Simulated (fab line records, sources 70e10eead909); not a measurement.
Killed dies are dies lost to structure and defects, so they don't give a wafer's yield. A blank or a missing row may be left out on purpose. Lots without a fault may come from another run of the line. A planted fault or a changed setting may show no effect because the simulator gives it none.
Matching of chambers | flow nandHarc | rieDiel-10 running NHARC_A_STAIRCASE_DESCUM_168: 4 sister chambers
The step chemistry O2, time 3 s. 8 wafers are shown with their chamber, then 9 later ones without.

== WAFERS, EACH WITH ITS CHAMBER ==
wafer  | chamber | drypumpMotorCurrentA (A) | oesProductAu (a.u.)
L084.4 | 2       | 5.5                      | 1.004
L084.6 | 2       | 5.5                      | 1.011
L083.2 | 1       | 6.1                      | 0.990
L085.2 | 3       | 6.1                      | 1.013
L085.5 | 1       | 6.1                      | 0.989
L091.3 | 3       | 6.2                      | 1.013
L091.4 | 0       | 6.3                      | 1.017
L091.5 | 0       | 6.3                      | 1.006

== WAFERS WITHOUT THEIR CHAMBER ==
wafer  | drypumpMotorCurrentA (A) | oesProductAu (a.u.)
L093.1 | 6.3                      | 1.011
L093.5 | 5.5                      | 1.018
L093.6 | 6.1                      | 1.007
L092.3 | 6.2                      | 1.023
L092.4 | 5.5                      | 1.017
L092.5 | 6.1                      | 0.998
L095.1 | 6.2                      | 1.003
L095.4 | 5.5                      | 1.016
L095.5 | 6.1                      | 1.002

== CHAMBER TAKEN BY EACH ==
wafer  | from the rows above          | in truth
L093.1 | 0                            | 0
L093.5 | 2                            | 2
L093.6 | can't be placed: 3 or 1      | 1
L092.3 | can't be placed: 3 or 0      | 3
L092.4 | 2                            | 2
L092.5 | can't be placed: 1 or 3      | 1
L095.1 | can't be placed: 3 or 0 or 1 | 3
L095.4 | 2                            | 2
L095.5 | can't be placed: 1 or 3      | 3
Correctly placed: 4 of 9. From these rows, 5 cannot be placed; in 5 the true chamber is one of the candidates. Number placed wrongly: 0.
How it was worked out, from the rows above alone: a wafer's distance from a chamber is the root of the sum, over the readings, of the square of ((its reading less the chamber's mean) divided by the reading's scatter). The wafer belongs to the nearest chamber; if the next one is less than 2 further off, it can't be placed. A chamber's mean is the mean of its shown wafers. The scatter: take each reading less its chamber's mean, square it, sum over the shown wafers, divide by the number of wafers less the number of chambers, and take the root.
